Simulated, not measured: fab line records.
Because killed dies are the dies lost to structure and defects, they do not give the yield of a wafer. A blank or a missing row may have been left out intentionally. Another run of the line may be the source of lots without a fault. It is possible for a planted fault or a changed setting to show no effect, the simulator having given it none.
Which of the tools did it? -- flow nandHarc -- 12 lots, 36 wafers sampled, at 6 steps of a route of 1302

WHAT EACH GAUGE READ, for each wafer
NHARC_A_START_INSPECT_01. Usual: rawDefectCount 3.4, standard deviation 1.8.
lot,measured,on,rawDefectCount,flag
L155,day 7 13:49,defectInspect-01,5 5 5,
L154,day 7 14:40,defectInspect-02,5 2 1,
L157,day 8 08:09,defectInspect-02,3 3 3,
L159,day 9 10:42,defectInspect-01,0 6 3,
L160,day 9 15:43,defectInspect-01,4 6 2,
L161,day 10 03:44,defectInspect-01,5 2 6,
L163,day 11 06:16,defectInspect-02,3 0 3,
L171,day 14 07:57,defectInspect-02,0 6 4,
L172,day 14 14:10,defectInspect-02,1 6 0,
L174,day 15 22:33,defectInspect-02,1 4 4,
L175,day 16 01:35,defectInspect-02,4 6 2,
L176,day 16 08:19,defectInspect-01,4 1 2,

NHARC_A_SOURCE_PLATE_THK_MEAS_06: measures by ellipsometry. Usual: thkNm 199.5 nm, standard deviation 2.2.
lot,measured,on,thkNm (nm),flag
L155,day 8 11:16,filmMetro-02,196.6 196.4 195.9,
L154,day 8 11:16,filmMetro-01,203.4 203.4 203.3,
L157,day 9 06:43,filmMetro-02,201.1 200.6 201.0,
L159,day 10 11:13,filmMetro-01,199.2 200.8 199.2,
L160,day 10 14:49,filmMetro-02,198.4 198.8 196.6,
L161,day 11 03:22,filmMetro-02,203.0 202.0 199.0,
L163,day 12 09:11,filmMetro-01,198.1 199.7 199.4,
L171,day 15 06:27,filmMetro-01,49.8 49.5 48.7,OFF
L172,day 15 12:47,filmMetro-01,50.9 48.7 48.5,OFF
L174,day 16 21:23,filmMetro-01,194.1 195.0 194.5,
L175,day 16 21:22,filmMetro-01,200.8 201.1 201.3,
L176,day 17 08:46,filmMetro-01,201.5 204.4 202.2,

NHARC_A_ONON_D1_THK_MEAS_05: measures by ellipsometry. Usual: thkNm 1001 nm, standard deviation 9.3.
lot,measured,on,thkNm (nm),flag
L155,day 8 12:29,filmMetro-01,986 987 986,
L154,day 8 12:29,filmMetro-02,1001 1001 1002,
L157,day 9 07:58,filmMetro-02,994 993 994,
L159,day 10 12:28,filmMetro-01,989 989 990,
L160,day 10 16:01,filmMetro-01,996 994 993,
L161,day 11 04:37,filmMetro-01,1015 1016 1015,
L163,day 12 10:26,filmMetro-02,1019 1017 1017,
L174,day 16 22:35,filmMetro-01,1008 1008 1009,
L175,day 16 22:35,filmMetro-01,1003 1002 1001,
L176,day 17 10:01,filmMetro-02,1006 1006 1008,

NHARC_END_SORT_01. Usual: killedAtArray 52, standard deviation 20; killedAtOther 1.0, standard deviation 1.3; killedAtPeriphery 3.7, standard deviation 2.2; killedDies 57, standard deviation 20; killedOpen 3.2, standard deviation 1.6; killedShort 2.4, standard deviation 1.6.
lot,measured,on,killedAtArray,killedAtOther,killedAtPeriphery,killedDies,killedOpen,killedShort,flag
L157,day 26 16:48,prober-01,23 16 16,0 0 1,1 1 2,24 17 19,1 1 3,1 2 3,
L171,day 32 04:54,prober-02,674 673 670,1 1 2,2 3 5,677 677 677,4 2 5,2 0 0,OFF
L172,day 32 17:34,prober-01,671 675 673,0 0 0,6 2 4,677 677 677,3 2 3,3 6 6,OFF

WHICH TOOL RAN EACH LOT (tool, then ch and the chambers of the sampled wafers, then the start)
lot,NHARC_A_ZERO_WELL_ETCH_19,NHARC_A_SOURCE_PLATE_CVD_03
L155,"rieDiel-11 ch 0,1,2, day 7 14:54","lpcvdPoly-04 ch 0, day 8 01:22"
L154,"rieDiel-11 ch 1,2,3, day 7 15:46","lpcvdPoly-04 ch 0, day 8 01:22"
L157,"rieDiel-09 ch 0,2,3, day 8 09:15","lpcvdPoly-02 ch 0, day 8 20:15"
L159,"rieDiel-11 ch 1,3, day 9 11:49","lpcvdPoly-03 ch 0, day 9 23:05"
L160,"rieDiel-11 ch 0,2,3, day 9 16:40","lpcvdPoly-03 ch 0, day 10 03:52"
L161,"rieDiel-11 ch 0,1,3, day 10 04:50","lpcvdPoly-04 ch 0, day 10 16:23"
L163,"rieDiel-11 ch 1,2, day 11 07:20","lpcvdPoly-02 ch 0, day 11 22:25"
L171,"rieDiel-11 ch 0,2,3, day 14 09:02","lpcvdPoly-04, day 14 19:56"
L172,"rieDiel-11 ch 1,2,3, day 14 15:13","lpcvdPoly-02, day 15 02:22"
L174,"rieDiel-11 ch 0,3, day 15 23:43","lpcvdPoly-04 ch 0, day 16 10:46"
L175,"rieDiel-09 ch 0,1, day 16 02:40","lpcvdPoly-04 ch 0, day 16 10:46"
L176,"rieDiel-11 ch 1,2, day 16 09:23","lpcvdPoly-02 ch 0, day 16 21:56"
- NHARC_A_ZERO_WELL_ETCH_19: etches the open film in N2/H2, target depth 80 nm, overetch 24 nm, time 87.88 s.
- NHARC_A_SOURCE_PLATE_CVD_03: deposits poly-Si, target thk 200 nm, time 4000 s.

WHAT THE TOOLS THEMSELVES READ (means of the sampled wafers that have a number; where no wafer has one, the mark that the record gives instead)
NHARC_A_ZERO_WELL_ETCH_19. Usual: drypumpMotorCurrentA 6.0 A, standard deviation 0.39; oesProductAu 1.001 a.u., standard deviation 0.0076; rfFwdPowerW 396.6 W, standard deviation 1.5; rfVppV 429.9 V, standard deviation 2.6; showerheadPlenumPTorr 2.02 Torr, standard deviation 0.086; throttleValvePct 14.172 %, standard deviation 0.0093.
lot,tool,drypumpMotorCurrentA (A),oesProductAu (a.u.),rfFwdPowerW (W),rfVppV (V),showerheadPlenumPTorr (Torr),throttleValvePct (%),flag
L155,rieDiel-11,6.1,0.998,397.2,430.1,2.00,14.173,
L154,rieDiel-11,5.9,1.004,396.1,429.2,1.99,14.176,
L157,rieDiel-09,6.1,0.995,397.7,428.2,1.98,14.164,
L159,rieDiel-11,5.6,1.007,396.6,429.1,2.02,14.171,
L160,rieDiel-11,6.1,1.014,396.8,429.6,2.02,14.175,
L161,rieDiel-11,5.7,1.005,396.9,430.8,2.05,14.173,
L163,rieDiel-11,6.3,1.001,396.8,428.8,1.94,14.171,
L171,rieDiel-11,6.0,1.003,396.7,429.7,2.02,14.171,
L172,rieDiel-11,6.0,1.001,395.1,428.7,1.99,14.171,
L174,rieDiel-11,5.9,1.000,396.6,431.9,2.09,14.172,
L175,rieDiel-09,5.9,0.999,397.2,431.5,2.09,14.176,
L176,rieDiel-11,6.0,0.995,395.8,428.4,1.97,14.162,

NHARC_A_SOURCE_PLATE_CVD_03. Usual: pressureMtorr 200.0 mTorr, standard deviation 0.39; runLengthS 4002.5 s, standard deviation 0.38; zonePowerCentrePct 9.6 %, standard deviation 0.96.
lot,tool,pressureMtorr (mTorr),runLengthS (s),zonePowerCentrePct (%),flag
L155,lpcvdPoly-04,200.0,4002.7,8.7,
L154,lpcvdPoly-04,200.1,4002.5,8.6,
L157,lpcvdPoly-02,200.0,4002.8,10.6,
L159,lpcvdPoly-03,199.7,4002.0,9.8,
L160,lpcvdPoly-03,200.0,4002.4,9.7,
L161,lpcvdPoly-04,200.3,4002.6,8.6,
L163,lpcvdPoly-02,199.7,4002.4,10.7,
L171,lpcvdPoly-04,-,-,-,OFF
L172,lpcvdPoly-02,-,-,-,OFF
L174,lpcvdPoly-04,199.3,4003.0,8.6,
L175,lpcvdPoly-04,200.1,4002.4,8.5,
L176,lpcvdPoly-02,200.1,4002.1,10.6,

THE ANSWER, worked out from the rows above alone
Rule: a lot is off if the mean of its wafers that have a number lies more than 3 standard deviations from the usual mean. A lot without any number at a reading at which 4 lots or more have one is off too. The other lots that the step has rows for count as sound. After the gauges, taken in route order, come the tools' own readings; for these a lot's mean is taken, as printed above. At the first step where some lot is off, the reading lying furthest off is the one used; lots without a number count as furthest.
Off, at NHARC_A_SOURCE_PLATE_THK_MEAS_06 on thkNm: L171, L172.
A tool fits if, at a process step before that reading, it ran every lot that is off, and no sound lot after the first of them. The gauges at NHARC_A_SOURCE_PLATE_THK_MEAS_06 aren't tried: what is off there is off at NHARC_END_SORT_01 too, on other tools, and a gauge's error can't cause that. Of those tried, none fits.

WHAT THE SIMULATOR HAD PUT IN
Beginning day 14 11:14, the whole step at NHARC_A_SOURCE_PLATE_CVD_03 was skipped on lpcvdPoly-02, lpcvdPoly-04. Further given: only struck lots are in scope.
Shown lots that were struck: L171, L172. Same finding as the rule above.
